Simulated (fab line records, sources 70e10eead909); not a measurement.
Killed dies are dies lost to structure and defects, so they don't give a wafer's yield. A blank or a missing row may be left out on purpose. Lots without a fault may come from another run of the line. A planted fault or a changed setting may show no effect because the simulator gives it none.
Which tool did it? | flow nand_harc | 13 lots, 39 wafers sampled, at 5 steps of a route of 1302

WHAT THE GAUGES READ, wafer by wafer
NHARC_P_GATE_CD_MEAS_11: target cd 1640 nm.
lot  | measured     | on        | cd_nm (nm)
L863 | day 4 15:49  | cd_sem-03 | 1640.5 1639.7 1642.4
L864 | day 5 04:19  | cd_sem-01 | 1638.7 1643.8 1640.2
L867 | day 6 16:08  | cd_sem-01 | 1640.8 1639.7 1641.4
L868 | day 7 04:14  | cd_sem-03 | 1641.4 1639.0 1639.2
L869 | day 7 08:23  | cd_sem-03 | 1640.2 1636.8 1637.1
L870 | day 7 19:32  | cd_sem-02 | 1642.8 1638.5 1640.7
L871 | day 8 11:01  | cd_sem-01 | - - -
L872 | day 8 10:51  | cd_sem-03 | 1635.4 1639.8 1641.4
L875 | day 9 15:38  | cd_sem-03 | 1642.0 1640.7 1641.4
L882 | day 12 17:14 | cd_sem-03 | 1641.6 1643.4 1644.1
L883 | day 12 23:33 | cd_sem-01 | 1638.4 1640.9 1640.4
L884 | day 13 09:48 | cd_sem-03 | 1637.5 1642.9 1640.6
L885 | day 13 22:02 | cd_sem-02 | 1639.8 1644.2 1642.1

NHARC_P_GATE_CD_MEAS_26: target cd 120 nm.
lot  | measured     | on        | cd_nm (nm)
L863 | day 5 06:51  | cd_sem-02 | 120.8 120.2 119.9
L864 | day 5 21:29  | cd_sem-01 | 119.7 120.1 119.8
L867 | day 7 06:10  | cd_sem-03 | 119.1 120.2 119.6
L868 | day 7 22:17  | cd_sem-01 | 119.5 120.0 119.9
L869 | day 8 00:48  | cd_sem-03 | 119.0 119.8 119.8
L870 | day 8 09:28  | cd_sem-01 | 120.2 120.2 120.2
L871 | day 9 01:01  | cd_sem-03 | 119.5 120.4 120.7
L872 | day 9 01:32  | cd_sem-03 | 120.6 120.9 120.5
L875 | day 10 06:03 | cd_sem-03 | 120.7 120.6 120.5
L882 | day 13 08:56 | cd_sem-01 | 119.7 120.6 120.1
L883 | day 13 13:10 | cd_sem-01 | 119.3 118.7 118.6
L884 | day 13 23:41 | cd_sem-02 | 120.9 119.8 120.5
L885 | day 14 12:26 | cd_sem-01 | 121.2 121.0 121.5

WHICH TOOL RAN EACH LOT (tool, then ch and the chambers of the sampled wafers, then the start)
lot  | NHARC_P_STI_ETCH_15              | NHARC_P_GATE_EXPOSE_08            | NHARC_P_GATE_DEP_103
L863 | rie_si-03 ch 0,1,2, day 3 05:23  | krf_scanner-01 ch 0, day 4 15:39  | pecvd-03 ch 0,1,2, day 5 06:13
L864 | rie_si-01 ch 0,1,2, day 3 16:52  | krf_scanner-04 ch 0, day 5 04:10  | pecvd-02 ch 1,2, day 5 20:55
L867 | rie_si-03 ch 0,1, day 5 00:58    | krf_scanner-03 ch 0, day 6 15:59  | pecvd-01 ch 0,1, day 7 05:29
L868 | rie_si-03 ch 0,1,3, day 5 09:58  | krf_scanner-04 ch 0, day 7 04:05  | pecvd-01 ch 0,1, day 7 21:37
L869 | rie_si-01 ch 1,2,3, day 5 18:02  | krf_scanner-01 ch 0, day 7 08:14  | pecvd-01 ch 0,2, day 8 00:09
L870 | rie_si-03 ch 0,3, day 6 03:38    | krf_scanner-04 ch 0, day 7 19:23  | pecvd-02 ch 0,2, day 8 08:44
L871 | rie_si-05 ch 0,2,3, day 6 17:52  | krf_scanner-01 ch 0, day 8 10:51  | pecvd-02 ch 1,2, day 9 00:22
L872 | rie_si-03 ch 1,2,3, day 7 02:40  | krf_scanner-03 ch 0, day 8 10:41  | pecvd-02 ch 0,1,2, day 9 01:02
L875 | rie_si-03 ch 0,2,3, day 8 06:19  | krf_scanner-01 ch 0, day 9 15:28  | pecvd-03 ch 0,2, day 10 05:24
L882 | rie_si-05 ch 0,2,3, day 11 04:05 | krf_scanner-03 ch 0, day 12 17:05 | pecvd-02 ch 1,2, day 13 08:16
L883 | rie_si-01 ch 0,1,3, day 11 14:17 | krf_scanner-03 ch 0, day 12 23:24 | pecvd-03 ch 0,1,2, day 13 12:37
L884 | rie_si-01 ch 2,3, day 11 23:13   | krf_scanner-04 ch 0, day 13 09:39 | pecvd-02 ch 0,2, day 13 22:59
L885 | rie_si-05 ch 1,2,3, day 12 11:25 | krf_scanner-04 ch 0, day 13 21:53 | pecvd-02 ch 0,1,2, day 14 11:46
- NHARC_P_STI_ETCH_15: etches the open film in HBr/Cl2, target depth 300 nm, time 100.1 s.
- NHARC_P_GATE_EXPOSE_08: exposes mask P HV.
- NHARC_P_GATE_DEP_103: deposits SiON, target thk 30 nm.

WHAT THE TOOLS THEMSELVES READ (means of the sampled wafers that have a number; where no wafer has one, the mark that the record gives instead)
NHARC_P_STI_ETCH_15.
lot  | tool      | drypump_motor_current_A (A) | oes_product_au (a.u.) | throttle_valve_pct (%)
L863 | rie_si-03 | 5.6                         | 0.997                 | 26.395
L864 | rie_si-01 | 5.8                         | 0.995                 | 26.409
L867 | rie_si-03 | 5.4                         | 1.002                 | 26.403
L868 | rie_si-03 | 5.5                         | 1.013                 | 26.406
L869 | rie_si-01 | 5.8                         | 0.981                 | 26.410
L870 | rie_si-03 | 5.4                         | 1.009                 | 26.411
L871 | rie_si-05 | 5.5                         | 0.993                 | 26.407
L872 | rie_si-03 | 5.8                         | 1.009                 | 26.412
L875 | rie_si-03 | 5.5                         | 1.000                 | 26.410
L882 | rie_si-05 | 5.5                         | 0.994                 | 26.406
L883 | rie_si-01 | 5.6                         | 0.988                 | 26.407
L884 | rie_si-01 | 6.3                         | 0.976                 | 26.408
L885 | rie_si-05 | 5.8                         | 1.008                 | 26.398

NHARC_P_GATE_DEP_103.
lot  | tool     | heater_power_w (W)
L863 | pecvd-03 | 712
L864 | pecvd-02 | 749
L867 | pecvd-01 | 926
L868 | pecvd-01 | 923
L869 | pecvd-01 | 844
L870 | pecvd-02 | 748
L871 | pecvd-02 | 735
L872 | pecvd-02 | 714
L875 | pecvd-03 | 734
L882 | pecvd-02 | 790
L883 | pecvd-03 | 720
L884 | pecvd-02 | 740
L885 | pecvd-02 | 751

THE ANSWER, worked out from the rows above alone
Rule: what is usual is taken from the lots themselves. Put in order of their means at a reading, lots are off if they are a third of the lots or fewer, leave a main group of 4 or more, and stand apart from it by a gap of 3 or more times the standard deviation of the main group's means; of several such gaps the widest counts. A main group whose means are all the same, to the digits that the tables above print for the reading, isn't used. A lot without any number at a reading at which 4 lots or more have one is off too. The other lots that the step has rows for count as sound. The gauges are gone through in route order, then the tools' own readings, and for those a lot's mean is taken as printed above. The first step at which some lot is off is used, and at that step the reading that is off furthest; a lot without a number counts as furthest.
Off: L871, at NHARC_P_GATE_CD_MEAS_11 (cd_nm). Without a number there: L871. The main group: mean 1640.5 nm, standard deviation 1.3.
A tool fits if, at a process step before that reading, it ran every lot that is off, and no sound lot after the first of them. The gauges at NHARC_P_GATE_CD_MEAS_11 are tried like those tools. None of those tried fits.

WHAT THE SIMULATOR HAD PUT IN
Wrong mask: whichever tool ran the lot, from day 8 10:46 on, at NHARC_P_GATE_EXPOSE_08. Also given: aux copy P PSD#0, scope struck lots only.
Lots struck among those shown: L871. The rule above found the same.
